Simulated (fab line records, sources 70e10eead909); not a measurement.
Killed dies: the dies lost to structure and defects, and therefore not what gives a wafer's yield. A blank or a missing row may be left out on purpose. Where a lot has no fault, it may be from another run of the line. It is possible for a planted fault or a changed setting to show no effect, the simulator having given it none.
fab line records | flow nandHarc
record lots=6 | wafers=18 | lastDay=33
route steps=1302 shown A_ONON_D1@438 A_CHANNEL_HOLE_D1@450 END@1302
lots with no fault: from the same line, run without faults
startH: start of the lot's first displayed wafer, in hours after the record's first day | waitH: hours elapsed since this lot's preceding step | " as in the row above | L1.1+2: several wafers, shown together as one row | - no value, or no start given | * or withheld: withheld | < > ~ a bound
route shown NAME@n: a module of which the file shows steps, and the number in the route of the first | usual: the fault-free wafers' mean and standard deviation | same: alike in all rows | chamber/n: place in a boat | sites: readings site by site | _std_site: their standard deviation | _edge_site: the outer-site mean with the inner-site mean subtracted | radiusMm: for every site, how far away it sits from the centre of the wafer | mask NAME#n: copy n | behind: tool/chamber where the wafer was last shaped | hold: cause of the lot's hold/its duration in hours/its outcome | device: the n, p or np transistor that did not switch | end of line: the route-end tests of the same wafers | for a step that has no rows: nothing shown but its recipe | killed: dies that structure and defects cost at the first sort, which is not the same as the wafer's yield | map: a wafer's dies, marking killed ones x, the rest . and places with no die _
set.NAME: setting as actually run; set.NAME@STEP: the setting as run at that earlier step | model.NAME: the simulator's own value behind a step, which no gauge read
a table for each step, a row for each wafer; lots at some steps of the route
services: the hour from which a tool's chamber was out of use, counted from the record's first day as startH (under 0 if before that day), plus the number of hours and why
## steps
# step NHARC_A_ONON_D1_DEP_19
# recipe targetThkA=10000 | n2FlowSccm=2750 | n2oFlowSccm=2000 | nh3FlowSccm=500 | sih4FlowSccm=210 | tempC=400
# step NHARC_A_ONON_D1_THK_MEAS_21
# recipe thkMeasGauge=ellipsometry
# usual thkNm=1004/9.8
lot.wafer | tool         | chamber | startH | waitH | thkNm
L396.1    | filmMetro-01 | -       | 199.74 | -     | 1001
L396.4    | "            | -       | "      | "     | 1004
L396.6    | "            | -       | "      | "     | 1006
L404.4    | filmMetro-01 | -       | 278.34 | -     | 1001
L404.5    | "            | -       | "      | "     | 1000
L404.6    | "            | -       | "      | "     | 1002
L408.1    | filmMetro-01 | -       | 315.15 | -     | 992
L408.2    | "            | -       | "      | "     | 991
L408.5    | "            | -       | "      | "     | 992
L409.4    | filmMetro-01 | -       | 318.82 | -     | 1004
L409.5    | "            | -       | "      | "     | 1003
L409.6    | "            | -       | "      | "     | 1003
L416.3    | filmMetro-02 | -       | 399.49 | -     | 1020
L416.5    | "            | -       | "      | "     | 1020
L416.6    | "            | -       | "      | "     | 1020
L417.1    | filmMetro-02 | -       | 404.90 | -     | 1014
L417.3    | "            | -       | "      | "     | 1018
L417.5    | "            | -       | "      | "     | 1015
# step NHARC_A_ONON_D1_DEP_22
# recipe targetThkA=10000 | n2FlowSccm=2750 | n2oFlowSccm=2000 | nh3FlowSccm=500 | sih4FlowSccm=210 | tempC=400
# step NHARC_A_ONON_D1_THK_MEAS_24
# recipe thkMeasGauge=ellipsometry
# usual thkNm=1002/11
lot.wafer | tool         | chamber | startH | waitH | thkNm
L396.1    | filmMetro-01 | -       | 200.33 | -     | 989
L396.4    | "            | -       | "      | "     | 992
L396.6    | "            | -       | "      | "     | 990
L404.4    | filmMetro-01 | -       | 278.90 | -     | 991
L404.5    | "            | -       | "      | "     | 992
L404.6    | "            | -       | "      | "     | 991
L408.1    | filmMetro-01 | -       | 315.72 | -     | 999
L408.2    | "            | -       | "      | "     | 1003
L408.5    | "            | -       | "      | "     | 999
L409.4    | filmMetro-02 | -       | 319.38 | -     | 991
L409.5    | "            | -       | "      | "     | 991
L409.6    | "            | -       | "      | "     | 991
L416.3    | filmMetro-02 | -       | 400.06 | -     | 989
L416.5    | "            | -       | "      | "     | 992
L416.6    | "            | -       | "      | "     | 990
L417.1    | filmMetro-01 | -       | 405.47 | -     | 1016
L417.3    | "            | -       | "      | "     | 1017
L417.5    | "            | -       | "      | "     | 1016
# step NHARC_A_ONON_D1_DEP_25
# recipe targetThkA=10000 | n2FlowSccm=2750 | n2oFlowSccm=2000 | nh3FlowSccm=500 | sih4FlowSccm=210 | tempC=400
# step NHARC_A_ONON_D1_THK_MEAS_27
# recipe thkMeasGauge=ellipsometry
# usual thkNm=996/8.2
lot.wafer | tool         | chamber | startH | waitH | thkNm
L396.1    | filmMetro-01 | -       | 200.89 | -     | 1004
L396.4    | "            | -       | "      | "     | 1003
L396.6    | "            | -       | "      | "     | 1004
L404.4    | filmMetro-02 | -       | 279.50 | -     | 992
L404.5    | "            | -       | "      | "     | 993
L404.6    | "            | -       | "      | "     | 991
L408.1    | filmMetro-01 | -       | 316.29 | -     | 1001
L408.2    | "            | -       | "      | "     | 1003
L408.5    | "            | -       | "      | "     | 1002
L409.4    | filmMetro-02 | -       | 319.95 | -     | 993
L409.5    | "            | -       | "      | "     | 994
L409.6    | "            | -       | "      | "     | 994
L416.3    | filmMetro-01 | -       | 400.62 | -     | 998
L416.5    | "            | -       | "      | "     | 1000
L416.6    | "            | -       | "      | "     | 1000
L417.1    | filmMetro-01 | -       | 406.04 | -     | 986
L417.3    | "            | -       | "      | "     | 987
L417.5    | "            | -       | "      | "     | 987
# step NHARC_A_ONON_D1_DEP_28
# recipe targetThkA=10000 | n2FlowSccm=2750 | n2oFlowSccm=2000 | nh3FlowSccm=500 | sih4FlowSccm=210 | tempC=400
# step NHARC_A_ONON_D1_THK_MEAS_30
# recipe thkMeasGauge=ellipsometry
# usual thkNm=1003/9.7
lot.wafer | tool         | chamber | startH | waitH | thkNm
L396.1    | filmMetro-01 | -       | 201.46 | -     | 1022
L396.4    | "            | -       | "      | "     | 1022
L396.6    | "            | -       | "      | "     | 1020
L404.4    | filmMetro-02 | -       | 280.06 | -     | 1014
L404.5    | "            | -       | "      | "     | 1012
L404.6    | "            | -       | "      | "     | 1012
L408.1    | filmMetro-02 | -       | 316.86 | -     | 986
L408.2    | "            | -       | "      | "     | 989
L408.5    | "            | -       | "      | "     | 986
L409.4    | filmMetro-01 | -       | 320.51 | -     | 1004
L409.5    | "            | -       | "      | "     | 1005
L409.6    | "            | -       | "      | "     | 1006
L416.3    | filmMetro-01 | -       | 401.19 | -     | 1010
L416.5    | "            | -       | "      | "     | 1009
L416.6    | "            | -       | "      | "     | 1011
L417.1    | filmMetro-01 | -       | 406.61 | -     | 991
L417.3    | "            | -       | "      | "     | 988
L417.5    | "            | -       | "      | "     | 993
# step NHARC_A_ONON_D1_DEP_33
# recipe targetThkA=2000 | tempC=400 | pressureTorr=6.5 | rfW=900 | teosFlowSccm=161.4 | flowSccm=2650 | targetThkNm=200 | gas=O2 | material=SiO2
# usual heaterPowerW=563/83 | throttleValvePct=16.3/0.48
lot.wafer | tool     | chamber | startH | waitH | heaterPowerW | sinceWetCleanH | throttleValvePct
L396.1    | pecvd-01 | 0       | 201.52 | 0.1   | 678          | 46             | 15.6
L396.4    | "        | 1       | "      | "     | 727          | -              | 16.6
L396.6    | "        | 2       | "      | "     | 566          | -              | 16.4
L404.4    | pecvd-01 | 1       | 280.25 | 0.2   | 606          | -              | 17.0
L404.5    | "        | 2       | "      | "     | 581          | -              | 16.5
L404.6    | "        | 0       | "      | "     | 649          | -              | 15.5
L408.1    | pecvd-02 | 1       | 316.91 | 0.1   | 471          | 77             | 15.8
L408.2    | "        | 0       | "      | "     | 559          | 77             | 16.0
L408.5    | "        | 2       | "      | "     | 573          | -              | 16.3
L409.4    | pecvd-01 | 2       | 320.71 | 0.2   | 487          | -              | 17.1
L409.5    | "        | 0       | "      | "     | 560          | -              | 15.5
L409.6    | "        | 1       | "      | "     | 733          | -              | 17.0
L416.3    | pecvd-01 | 2       | 401.34 | 0.1   | 502          | 65             | 16.1
L416.5    | "        | 1       | "      | "     | 687          | -              | 16.8
L416.6    | "        | 2       | "      | "     | 502          | -              | 16.2
L417.1    | pecvd-03 | 0       | 406.67 | 0.1   | 521          | 28             | 16.3
L417.3    | "        | 1       | "      | "     | 591          | 28             | 16.8
L417.5    | "        | 0       | "      | "     | 535          | -              | 16.3
# step NHARC_A_ONON_D1_THK_MEAS_34
# recipe thkMeasGauge=ellipsometry
# usual thkNm=199/3.1
lot.wafer | tool         | chamber | startH | waitH | thkNm
L396.1    | filmMetro-01 | -       | 201.93 | -     | 198
L396.4    | "            | -       | "      | "     | 202
L396.6    | "            | -       | "      | "     | 201
L404.4    | filmMetro-01 | -       | 280.53 | -     | 202
L404.5    | "            | -       | "      | "     | 199
L404.6    | "            | -       | "      | "     | 199
L408.1    | filmMetro-02 | -       | 317.33 | -     | 196
L408.2    | "            | -       | "      | "     | 197
L408.5    | "            | -       | "      | "     | 200
L409.4    | filmMetro-02 | -       | 320.99 | -     | 199
L409.5    | "            | -       | "      | "     | 199
L409.6    | "            | -       | "      | "     | 204
L416.3    | filmMetro-01 | -       | 401.66 | -     | 199
L416.5    | "            | -       | "      | "     | 205
L416.6    | "            | -       | "      | "     | 201
L417.1    | filmMetro-01 | -       | 407.08 | -     | 203
L417.3    | "            | -       | "      | "     | 204
L417.5    | "            | -       | "      | "     | 206
# step NHARC_A_ONON_D1_INSPECT_32
# usual rawDefectCount=72/23
lot.wafer | tool             | chamber | startH | waitH | rawDefectCount
L396.1    | defectInspect-02 | -       | 202.02 | 0.0   | 60
L396.4    | "                | -       | "      | "     | 48
L396.6    | "                | -       | "      | "     | 69
L404.4    | defectInspect-02 | -       | 280.62 | 0.0   | 83
L404.5    | "                | -       | "      | "     | 97
L404.6    | "                | -       | "      | "     | 53
L408.1    | defectInspect-01 | -       | 317.39 | 0.0   | 52
L408.2    | "                | -       | "      | "     | 68
L408.5    | "                | -       | "      | "     | 79
L409.4    | defectInspect-01 | -       | 321.05 | 0.0   | 85
L409.5    | "                | -       | "      | "     | 80
L409.6    | "                | -       | "      | "     | 59
L416.3    | defectInspect-01 | -       | 401.72 | 0.0   | 100
L416.5    | "                | -       | "      | "     | 103
L416.6    | "                | -       | "      | "     | 58
L417.1    | defectInspect-02 | -       | 407.15 | 0.0   | 61
L417.3    | "                | -       | "      | "     | 51
L417.5    | "                | -       | "      | "     | 76
# step NHARC_A_CHANNEL_HOLE_D1_DEP_00
# recipe targetThkA=31000 | tempC=400 | material=aC
# usual throttleValvePct=35.000/0.0088
lot.wafer | tool      | chamber | startH | waitH | throttleValvePct
L396.1    | aclDep-01 | 0       | 204.98 | 3.0   | 35.002
L396.4    | "         | 0       | "      | "     | 35.002
L396.6    | "         | 0       | "      | "     | 35.008
L404.4    | aclDep-02 | 0       | 281.75 | 1.1   | 35.000
L404.5    | "         | 0       | "      | "     | 35.000
L404.6    | "         | 0       | "      | "     | 34.999
L408.1    | aclDep-02 | 0       | 324.49 | 7.1   | 34.990
L408.2    | "         | 0       | "      | "     | 35.010
L408.5    | "         | 0       | "      | "     | 34.997
L409.4    | aclDep-02 | 0       | 327.32 | 6.3   | 35.009
L409.5    | "         | 0       | "      | "     | 35.006
L409.6    | "         | 0       | "      | "     | 34.996
L416.3    | aclDep-02 | 0       | 405.14 | 3.4   | 34.992
L416.5    | "         | 0       | "      | "     | 34.988
L416.6    | "         | 0       | "      | "     | 34.998
L417.1    | aclDep-03 | 0       | 407.58 | 0.4   | 35.004
L417.3    | "         | 0       | "      | "     | 34.992
L417.5    | "         | 0       | "      | "     | 35.017
# step NHARC_A_CHANNEL_HOLE_D1_DEP_01
# recipe targetThkA=1400 | targetThkNm=140 | tempC=400 | pressureTorr=3.5 | flowSccm=200 | rfW=350 | material=SiON
# usual heaterPowerW=713/73
lot.wafer | tool     | chamber | startH | waitH | heaterPowerW | sinceWetCleanH
L396.1    | pecvd-03 | 0       | 206.94 | 1.6   | 714          | 9
L396.4    | "        | 1       | "      | "     | 673          | -
L396.6    | "        | 1       | "      | "     | 679          | -
L404.6    | pecvd-02 | 0       | 282.79 | 0.1   | 741          | -
L404.4    | "        | 1       | "      | "     | 547          | -
L404.5    | "        | 2       | "      | "     | 751          | -
L408.2    | pecvd-03 | 2       | 326.41 | 1.3   | 592          | 128
L408.1    | "        | 1       | "      | "     | 760          | 128
L408.5    | "        | 1       | "      | "     | 757          | -
L409.4    | pecvd-02 | 1       | 328.37 | 0.7   | 577          | -
L409.6    | "        | 2       | "      | "     | 698          | -
L409.5    | "        | 0       | "      | "     | 755          | -
L416.3    | pecvd-04 | 1       | 406.45 | 1.0   | 715          | 109
L416.5    | "        | 1       | "      | "     | 718          | -
L416.6    | "        | 2       | "      | "     | 843          | -
L417.1    | pecvd-04 | 1       | 410.06 | 2.2   | 694          | 112
L417.3    | "        | 2       | "      | "     | 844          | 112
L417.5    | "        | 2       | "      | "     | 841          | -
# step NHARC_A_CHANNEL_HOLE_D1_DEHYDRATE_02
# recipe tempC=150 | timeS=120
# step NHARC_A_CHANNEL_HOLE_D1_HMDS_03
# recipe timeS=30
# step NHARC_A_CHANNEL_HOLE_D1_COAT_36
# recipe tempC=260 | timeS=75
# step NHARC_A_CHANNEL_HOLE_D1_COAT_37
# recipe tempC=225 | timeS=65
# step NHARC_A_CHANNEL_HOLE_D1_COAT_04
# recipe spinRpm=1500 | resistThkNm=90
# step NHARC_A_CHANNEL_HOLE_D1_SOFTBAKE_05
# recipe tempC=105 | timeS=55
# step NHARC_A_CHANNEL_HOLE_D1_EBR_06
# step NHARC_A_CHANNEL_HOLE_D1_EXPOSE_07
# recipe na=1.35 | targetCdNm=100 | sigmaOuter=0.3 | doseMj=59.65 | maskId=HOLE_D1
# step NHARC_A_CHANNEL_HOLE_D1_PEB_08
# recipe pebTempC=100 | pebTimeS=65
# step NHARC_A_CHANNEL_HOLE_D1_DEVELOP_09
# recipe developTimeS=35 | devTempC=23
# step NHARC_A_CHANNEL_HOLE_D1_CD_MEAS_10
# recipe targetCdNm=100 | landingEnergyEv=500
# usual cdNm=99.8/0.52
lot.wafer | tool     | chamber | startH | waitH | cdNm
L396.1    | cdSem-02 | 0       | 207.70 | -     | 101.0
L396.4    | "        | 0       | "      | "     | 100.3
L396.6    | "        | 0       | "      | "     | 100.0
L404.4    | cdSem-01 | 0       | 283.44 | -     | 99.8
L404.5    | "        | 0       | "      | "     | 99.5
L404.6    | "        | 0       | "      | "     | 99.2
L408.1    | cdSem-03 | 0       | 327.13 | -     | 100.2
L408.2    | "        | 0       | "      | "     | 99.9
L408.5    | "        | 0       | "      | "     | 99.6
L409.4    | cdSem-02 | 0       | 329.02 | -     | 98.9
L409.5    | "        | 0       | "      | "     | 99.3
L409.6    | "        | 0       | "      | "     | 100.2
L416.3    | cdSem-03 | 0       | 407.14 | -     | 99.6
L416.5    | "        | 0       | "      | "     | 100.0
L416.6    | "        | 0       | "      | "     | 100.5
L417.1    | cdSem-01 | 0       | 410.75 | -     | 100.0
L417.3    | "        | 0       | "      | "     | 99.9
L417.5    | "        | 0       | "      | "     | 100.5
# step NHARC_A_CHANNEL_HOLE_D1_OVL_MEAS_11
# usual overlayXNm=0.0/0.83 | overlayYNm=-0.2/0.71
lot.wafer | tool       | chamber | startH | waitH | overlayXNm | overlayYNm
L396.1    | overlay-02 | -       | 207.79 | -     | 0.3        | -0.8
L396.4    | "          | -       | "      | "     | 0.7        | -0.8
L396.6    | "          | -       | "      | "     | 0.6        | -0.2
L404.4    | overlay-01 | -       | 283.52 | -     | -0.2       | 0.9
L404.5    | "          | -       | "      | "     | -0.3       | -0.1
L404.6    | "          | -       | "      | "     | 0.0        | 0.0
L408.1    | overlay-01 | -       | 327.21 | -     | 0.5        | -0.9
L408.2    | "          | -       | "      | "     | -0.1       | -1.5
L408.5    | "          | -       | "      | "     | -0.4       | -0.7
L409.4    | overlay-01 | -       | 329.10 | -     | -0.1       | -0.7
L409.5    | "          | -       | "      | "     | 0.3        | -0.8
L409.6    | "          | -       | "      | "     | -0.5       | -0.8
L416.3    | overlay-01 | -       | 407.23 | -     | 0.1        | 0.4
L416.5    | "          | -       | "      | "     | 1.0        | 0.6
L416.6    | "          | -       | "      | "     | 0.6        | 0.8
L417.1    | overlay-02 | -       | 410.84 | -     | -2.1       | 0.5
L417.3    | "          | -       | "      | "     | -2.0       | 0.1
L417.5    | "          | -       | "      | "     | -1.6       | -0.2
# step NHARC_A_CHANNEL_HOLE_D1_INSPECT_12
# usual rawDefectCount=5.9/2.8
lot.wafer | tool             | chamber | startH | waitH | rawDefectCount
L396.1    | defectInspect-01 | -       | 207.82 | 0.0   | 6
L396.4    | "                | -       | "      | "     | 8
L396.6    | "                | -       | "      | "     | 7
L404.4    | defectInspect-01 | -       | 283.56 | 0.0   | 5
L404.5    | "                | -       | "      | "     | 2
L404.6    | "                | -       | "      | "     | 7
L408.1    | defectInspect-01 | -       | 327.25 | 0.0   | 16
L408.2    | "                | -       | "      | "     | 9
L408.5    | "                | -       | "      | "     | 23
L409.4    | defectInspect-02 | -       | 329.14 | 0.0   | 18
L409.5    | "                | -       | "      | "     | 15
L409.6    | "                | -       | "      | "     | 19
L416.3    | defectInspect-01 | -       | 407.26 | 0.0   | 3
L416.5    | "                | -       | "      | "     | 11
L416.6    | "                | -       | "      | "     | 2
L417.1    | defectInspect-01 | -       | 410.88 | 0.0   | 2
L417.3    | "                | -       | "      | "     | 8
L417.5    | "                | -       | "      | "     | 4
# step NHARC_A_CHANNEL_HOLE_D1_DESCUM_15
# recipe timeS=3 | o2FlowSccm=200 | arFlowSccm=0 | biasPowerW=0 | chemistry=O2
# usual drypumpMotorCurrentA=5.64/0.28 | oesProductAu=1.001/0.01 | rfVppV=57.7/1 | showerheadPlenumPTorr=1.90/0.094 | throttleValvePct=11.311/0.0085
lot.wafer | tool       | chamber | startH | waitH | drypumpMotorCurrentA | oesProductAu | rfHoursCounterH | rfVppV | showerheadPlenumPTorr | throttleValvePct
L396.4    | rieDiel-12 | 1       | 207.89 | 0.1   | 5.72                 | 0.986        | 5               | 57.0   | 1.77                  | 11.321
L396.1    | "          | 2       | "      | "     | 5.70                 | 0.993        | 8               | 57.5   | 1.86                  | 11.314
L396.6    | "          | 2       | "      | "     | 5.68                 | 0.989        | -               | 57.1   | 1.86                  | 11.302
L404.4    | rieDiel-12 | 0       | 283.61 | 0.1   | 5.42                 | 0.992        | 1               | 56.0   | 2.00                  | 11.318
L404.5    | "          | 0       | "      | "     | 5.44                 | 0.997        | -               | 58.8   | 2.00                  | 11.303
L404.6    | "          | 1       | "      | "     | 5.73                 | 1.005        | -               | 58.9   | 1.77                  | 11.309
L408.2    | rieDiel-12 | 0       | 327.31 | 0.1   | 5.36                 | 1.006        | 4               | 57.8   | 2.00                  | 11.315
L408.1    | "          | 2       | "      | "     | 5.66                 | 1.010        | 5               | 57.5   | 1.86                  | 11.300
L408.5    | "          | 1       | "      | "     | 5.70                 | 1.009        | -               | 57.0   | 1.77                  | 11.314
L409.4    | rieDiel-12 | 3       | 329.20 | 0.1   | 5.82                 | 0.998        | 6               | 59.2   | 2.01                  | 11.288
L409.5    | "          | 2       | "      | "     | 5.63                 | 1.005        | -               | 57.7   | 1.86                  | 11.309
L409.6    | "          | 3       | "      | "     | 5.83                 | 0.998        | -               | 58.4   | 2.01                  | 11.312
L416.3    | rieDiel-12 | 0       | 407.35 | 0.1   | 5.43                 | 0.994        | 12              | 58.3   | 2.00                  | 11.312
L416.5    | "          | 1       | "      | "     | 5.67                 | 1.008        | -               | 56.2   | 1.77                  | 11.316
L416.6    | "          | 2       | "      | "     | 5.64                 | 1.007        | -               | 58.4   | 1.86                  | 11.317
L417.1    | rieDiel-12 | 0       | 410.94 | 0.1   | 5.46                 | 1.006        | 13              | 59.1   | 2.00                  | 11.313
L417.3    | "          | 1       | "      | "     | 5.72                 | 1.002        | 14              | 58.4   | 1.77                  | 11.311
L417.5    | "          | 1       | "      | "     | 5.75                 | 1.009        | -               | 57.6   | 1.77                  | 11.309
# step NHARC_END_SORT_01
# recipe tempC=25
# usual killedAtArray=49/18 | killedAtOther=0.8/1 | killedAtPeriphery=4.2/2.8 | killedDies=54/18 | killedOpen=3.0/1.7 | killedShort=2.5/1.6
# same grossDies=677
lot.wafer | tool      | chamber | startH | waitH | killedAtArray | killedAtOther | killedAtPeriphery | killedDies | killedOpen | killedShort
L408.1    | prober-01 | 0       | 711.63 | 2.5   | 103           | 0             | 5                 | 108        | 2          | 2
L408.2    | prober-01 | 0       | 712.43 | 2.8   | 57            | 0             | 5                 | 62         | 3          | 2
L408.5    | prober-01 | 0       | 714.84 | 3.7   | 78            | 1             | 3                 | 82         | 3          | 1
L409.4    | prober-02 | 0       | 714.01 | 3.4   | 38            | 1             | 4                 | 43         | 4          | 0
L409.5    | prober-02 | 0       | 714.81 | 3.7   | 30            | 1             | 1                 | 32         | 3          | 1
L409.6    | prober-02 | 0       | 715.60 | 4.0   | 33            | 0             | 2                 | 35         | 1          | 5
# killed by level:class
L408.1 A_CHANNEL_HOLE_D1:chamberFilmFlake=37 A_SLIT:chamberFilmFlake=30 A_CHANNEL_HOLE_D2:chamberFilmFlake=18 A_STAIRCASE:chamberFilmFlake=5 A_CHANNEL_HOLE_D1:unspecified=3 A_DECK1_JOINT:chamberFilmFlake=3 A_M1:chamberFilmFlake=2 P_CONTACT:geometricParticle:open=1
L408.2 A_CHANNEL_HOLE_D1:chamberFilmFlake=18 A_SLIT:chamberFilmFlake=13 A_CHANNEL_HOLE_D2:chamberFilmFlake=12 A_STAIRCASE:chamberFilmFlake=6 A_M0:geometricParticle:open=2 P_BONDPAD:chamberFilmFlake=2 A_CHANNEL_HOLE_D1:unspecified=2 A_CONTACT:chamberFilmFlake=2
L409.4 A_CHANNEL_HOLE_D1:chamberFilmFlake=8 A_STAIRCASE:chamberFilmFlake=7 A_CONTACT:chamberFilmFlake=6 A_CHANNEL_HOLE_D1:unspecified=4 P_CONTACT:chamberFilmFlake=2 A_CHANNEL_HOLE_D2:chamberFilmFlake=2 A_CHANNEL_FILL_D2:chamberFilmFlake=2 A_SLIT:chamberFilmFlake=2
L409.5 A_CHANNEL_HOLE_D1:chamberFilmFlake=10 A_STAIRCASE:chamberFilmFlake=4 A_CHANNEL_HOLE_D1:unspecified=4 A_CHANNEL_HOLE_D2:chamberFilmFlake=3 A_CHANNEL_FILL_D2:chamberFilmFlake=2 A_CONTACT:chamberFilmFlake=2 A_CHANNEL_FILL_D1:geometricParticle:short=1 A_WL_FILL:geometricParticle:open=1
L408.5 A_CHANNEL_HOLE_D1:chamberFilmFlake=28 A_SLIT:chamberFilmFlake=17 A_CHANNEL_HOLE_D2:chamberFilmFlake=16 A_CHANNEL_HOLE_D1:unspecified=6 A_STAIRCASE:chamberFilmFlake=5 A_CONTACT:chamberFilmFlake=3 P_GATE:geometricParticle:short=1 P_M0:geometricParticle:open=1
L409.6 A_CHANNEL_HOLE_D1:unspecified=6 A_CHANNEL_HOLE_D1:chamberFilmFlake=5 A_CONTACT:chamberFilmFlake=5 A_STAIRCASE:chamberFilmFlake=3 A_CHANNEL_FILL_D2:geometricParticle:short=2 A_WL_FILL:geometricParticle:short=2 P_CONTACT:chamberFilmFlake=2 A_CHANNEL_HOLE_D2:chamberFilmFlake=2
## services
tool       | chamber | startH | hours | kind
pecvd-03   | -       | 185.00 | 13.0  | pm
aclDep-01  | -       | 186.40 | 13.0  | pm
rieDiel-12 | 2       | 187.25 | 2.9   | repair
pecvd-03   | 2       | 204.11 | 4.7   | repair
pecvd-01   | -       | 206.39 | 1.0   | repair
pecvd-02   | -       | 227.18 | 13.0  | pm
aclDep-02  | -       | 244.83 | 13.0  | pm
pecvd-02   | 2       | 258.34 | 4.6   | repair
pecvd-02   | -       | 264.57 | 0.8   | repair
pecvd-01   | -       | 264.74 | 2.4   | repair
aclDep-03  | -       | 267.13 | 5.3   | repair
rieDiel-12 | -       | 268.43 | 9.0   | pm
pecvd-04   | -       | 284.95 | 13.0  | pm
rieDiel-12 | 0       | 289.24 | 6.7   | repair
pecvd-03   | -       | 297.08 | 0.4   | repair
aclDep-01  | -       | 302.08 | 41.7  | repair
pecvd-03   | 0       | 317.86 | 3.1   | repair
pecvd-01   | -       | 323.07 | 13.0  | pm
rieDiel-12 | 3       | 346.41 | 17.2  | repair
pecvd-03   | -       | 366.00 | 13.0  | pm
rieDiel-12 | 3       | 372.14 | 9.1   | repair
rieDiel-12 | 0       | 396.87 | 3.9   | repair
pecvd-02   | -       | 408.19 | 13.0  | pm
pecvd-03   | 2       | 408.63 | 6.7   | repair
## key
firstSign step=NHARC_A_CHANNEL_HOLE_D1_INSPECT_12 | reading=rawDefectCount | direction=up | sigmas=3.8 | usual=5.9 | struck=16.7 | wafersMoved=5
effect none on later readings
metAt NHARC_A_CHANNEL_HOLE_D1_DEP_00
struckWafers L408.1,L408.2,L408.5,L409.4,L409.5,L409.6
testerLeftOut L408,L409
onsetBetween 281.75 324.49
fault kind=chamberParticleSource | tool=aclDep-02 | chamber=0 | onsetH=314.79 | steps=NHARC_A_CHANNEL_HOLE_D1_DEP_00 | ratePerVisitCm2=0.013499 | endH=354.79
# testerLeftOut: of these lots the tester's yield and bins aren't shown, on N5 and GAA mostly nor the transistor test; their killed dies are dies lost to structure and defects alone, not to doping, threshold or leakage, so they don't give the yield
